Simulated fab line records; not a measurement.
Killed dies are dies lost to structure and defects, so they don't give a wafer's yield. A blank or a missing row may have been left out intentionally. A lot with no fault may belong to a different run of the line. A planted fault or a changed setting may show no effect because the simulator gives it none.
Which tool is to blame? ; flow nand harc ; Sampling: 12 lots, 36 wafers, 6 of 1302 route steps

WHAT THE GAUGES SHOWED, per wafer
NHARC_P_M1_CD_MEAS_16.
lot;measured;on;cd nm (nm)
L667;day 7 11:32;cd sem-01;131.0 129.4 130.3
L669;day 8 07:37;cd sem-03;129.2 130.0 129.9
L671;day 9 02:52;cd sem-02;129.4 130.7 130.3
L672;day 9 15:25;cd sem-03;129.4 130.7 131.5
L674;day 10 12:44;cd sem-01;129.6 130.4 130.2
L675;day 10 16:41;cd sem-01;129.9 130.7 129.5
L676;day 11 06:14;cd sem-02;130.9 130.6 130.1
L679;day 12 09:13;cd sem-02;130.7 130.1 129.5
L683;day 14 09:53;cd sem-03;130.8 130.0 130.4
L684;day 14 15:40;cd sem-03;129.6 130.7 129.8
L685;day 15 04:08;cd sem-01;130.8 131.2 130.3
L686;day 15 13:42;cd sem-03;130.4 129.1 130.0

NHARC_P_M1_THK_MEAS_24: measures by xrf.
lot;measured;on;thk nm (nm)
L667;day 7 13:38;film metro-02;159.3 159.4 160.7
L669;day 8 09:52;film metro-01;157.6 155.4 156.2
L671;day 9 04:58;film metro-02;156.4 158.0 158.6
L672;day 9 17:32;film metro-02;158.3 156.9 159.5
L674;day 10 14:51;film metro-02;404.7 405.9 400.6 404.0 407.5 401.3
L675;day 10 18:47;film metro-01;398.8 405.0 397.5 398.7 404.8 398.3
L676;day 11 08:29;film metro-01;156.7 156.4 158.2
L679;day 12 11:20;film metro-02;158.2 157.1 156.5
L683;day 14 11:59;film metro-01;157.6 157.5 158.3
L684;day 14 17:46;film metro-01;155.9 156.2 157.8
L685;day 15 06:14;film metro-01;154.7 157.1 157.2
L686;day 15 15:49;film metro-01;158.5 158.3 158.0

NHARC_END_SORT_01.
lot;measured;on;defect limited yield (%);killed at array;killed at other;killed at periphery;killed dies;killed open;killed short
L671;day 27 10:04;prober-01;85.8 84.3 87.6;87 103 82;5 2 1;4 1 1;96 106 84;0 3 5;1 1 3
L676;day 29 17:19;prober-02;91.7 89.2 88.2;51 69 72;1 1 1;4 3 7;56 73 80;5 4 6;3 4 4
L679;day 31 02:40;prober-02;91.7 87.7 88.3;52 80 77;0 0 2;4 3 0;56 83 79;4 6 5;2 5 2

TOOL THAT RAN EACH LOT (tool first, then ch and the chambers of the sampled wafers, then the start)
lot;NHARC_P_M1_ETCH_28;NHARC_P_M1_PVD_21;NHARC_P_M1_CMP_23
L667;rie diel-01 ch 1,2, day 7 13:23 or earlier;pvd sputter-02, day 7 13:23 or earlier;cmp-02 ch 1,2,3, day 7 13:23
L669;rie diel-09 ch 0,1,2, day 8 09:35 or earlier;pvd sputter-01, day 8 09:35 or earlier;cmp-01 ch 1,2,3, day 8 09:35
L671;rie diel-09 ch 1,2,3, day 9 04:43 or earlier;pvd sputter-02, day 9 04:43 or earlier;cmp-01 ch 0,2,3, day 9 04:43
L672;rie diel-07 ch 0,1,3, day 9 17:13 or earlier;pvd sputter-01, day 9 17:13 or earlier;cmp-02 ch 0,3, day 9 17:13
L674;rie diel-01 ch 1,3, day 10 14:34 or earlier;pvd sputter-03, day 10 14:34 or earlier;cmp-02 ch 0,3, day 10 14:34
L675;rie diel-09 ch 0,1,2, day 10 18:30 or earlier;pvd sputter-02, day 10 18:30 or earlier;cmp-04 ch 0,1,2, day 10 18:30
L676;rie diel-09 ch 0,1, day 11 08:11 or earlier;pvd sputter-02, day 11 08:11 or earlier;cmp-02 ch 0,3, day 11 08:11
L679;rie diel-09 ch 0,1,2, day 12 11:05 or earlier;pvd sputter-01, day 12 11:05 or earlier;cmp-02 ch 0,2,3, day 12 11:05
L683;rie diel-07 ch 0,3, day 14 11:43 or earlier;pvd sputter-01, day 14 11:43 or earlier;cmp-02 ch 1,2, day 14 11:43
L684;rie diel-07 ch 1,2,3, day 14 17:29 or earlier;pvd sputter-03, day 14 17:29 or earlier;cmp-01 ch 0,1,3, day 14 17:29
L685;rie diel-07 ch 1,2,3, day 15 05:58 or earlier;pvd sputter-03, day 15 05:58 or earlier;cmp-02 ch 0,1, day 15 05:58
L686;rie diel-09 ch 1,2, day 15 15:29 or earlier;pvd sputter-02, day 15 15:29 or earlier;cmp-04 ch 0,1, day 15 15:29
- NHARC_P_M1_ETCH_28: etches the open film in CF4/N2, target depth 30 nm, time 72.99 s.
- NHARC_P_M1_PVD_21: deposits Cu, target thk 30 nm, time 20.49 s.
- NHARC_P_M1_CMP_23: polishes, t overpolish 20 s, target thk 157.82 nm.

WHAT THE TOOLS THEMSELVES READ (means of the sampled wafers that have a number; where no wafer has one, the mark that the record gives instead)
NHARC_P_M1_ETCH_28.
lot;tool;drypump motor current A (A);oes product au (a.u.);rf vpp V (V);showerhead plenum p Torr (Torr);throttle valve pct (%)
L667;rie diel-01;5.7;0.996;314.3;2.59;19.802
L669;rie diel-09;6.0;0.996;313.0;2.61;19.797
L671;rie diel-09;6.1;1.004;313.9;2.56;19.795
L672;rie diel-07;5.8;0.991;313.1;2.58;19.779
L674;rie diel-01;5.9;1.004;312.6;2.50;19.794
L675;rie diel-09;6.0;1.000;313.4;2.60;19.793
L676;rie diel-09;5.7;0.993;315.4;2.65;19.794
L679;rie diel-09;6.0;1.002;314.2;2.60;19.798
L683;rie diel-07;5.6;0.995;314.1;2.57;19.797
L684;rie diel-07;5.7;0.994;314.1;2.60;19.787
L685;rie diel-07;5.7;0.997;313.5;2.60;19.800
L686;rie diel-09;6.3;1.003;313.1;2.55;19.801

NHARC_P_M1_PVD_21.
lot;tool;chamber pressure pa (Pa);throttle valve pct (%)
L667;pvd sputter-02;5.010;30.3
L669;pvd sputter-01;4.998;29.7
L671;pvd sputter-02;5.000;30.0
L672;pvd sputter-01;5.006;29.1
L674;pvd sputter-03;4.998;30.2
L675;pvd sputter-02;5.009;30.3
L676;pvd sputter-02;4.997;30.4
L679;pvd sputter-01;5.004;29.3
L683;pvd sputter-01;5.001;29.8
L684;pvd sputter-03;4.994;30.1
L685;pvd sputter-03;5.001;30.2
L686;pvd sputter-02;5.004;29.9

NHARC_P_M1_CMP_23.
lot;tool;edge zone pressure frac;motor current A (A);retaining ring pressure frac;slurry flow ml min;time to endpoint s (s)
L667;cmp-02;0.997;11.7;0.998;150.2;27.9
L669;cmp-01;1.001;10.5;1.004;149.7;29.3
L671;cmp-01;1.002;10.9;1.005;150.1;27.8
L672;cmp-02;1.000;11.7;1.002;149.8;26.3
L674;cmp-02;-;-;-;-;-
L675;cmp-04;-;-;-;-;-
L676;cmp-02;1.000;11.3;0.998;149.8;29.1
L679;cmp-02;0.998;12.7;0.998;150.5;25.3
L683;cmp-02;0.999;13.3;1.000;150.2;27.2
L684;cmp-01;1.002;11.4;0.997;149.9;26.1
L685;cmp-02;1.000;11.9;0.997;149.8;30.2
L686;cmp-04;0.995;13.3;1.002;149.7;28.7

THE ANSWER, worked out from the rows above alone
Rule: the lots themselves supply what counts as usual. Put in order of their means at a reading, lots are off if they are a third of the lots or fewer, leave a main group of 4 or more, and stand apart from it by a gap of 3 or more times the standard deviation of the main group's means; of several such gaps the widest counts. The tables above print the reading to a certain number of digits; a main group whose means all agree to those digits is not used. Also off: a lot with no number at a reading for which 4 or more lots have one. All remaining lots with rows at the step are treated as sound. The gauges are gone through in route order, then the tools' own readings, and for those a lot's mean is taken as printed above. The first step at which some lot is off is used, and at that step the reading that is off furthest; a lot without a number counts as furthest.
Off: L674, L675 (NHARC_P_M1_THK_MEAS_24, thk nm). Main group: mean 157.6 nm, sd 1.
If a tool, at a process step before that reading, ran all the lots that are off and no sound lot after the first of them, it fits. Not tried: the gauges at NHARC_P_M1_THK_MEAS_24; whatever is off there is also off at NHARC_P_M1_CMP_23, on other tools, and gauge error can't account for it. NHARC_P_M1_ETCH_28: start missing for some lots; hours and lot order therefore follow NHARC_P_M1_CMP_23. NHARC_P_M1_PVD_21: start missing for some lots; hours and lot order therefore follow NHARC_P_M1_CMP_23. Of those tried, none fits.

WHAT WAS PUT IN BY THE SIMULATOR
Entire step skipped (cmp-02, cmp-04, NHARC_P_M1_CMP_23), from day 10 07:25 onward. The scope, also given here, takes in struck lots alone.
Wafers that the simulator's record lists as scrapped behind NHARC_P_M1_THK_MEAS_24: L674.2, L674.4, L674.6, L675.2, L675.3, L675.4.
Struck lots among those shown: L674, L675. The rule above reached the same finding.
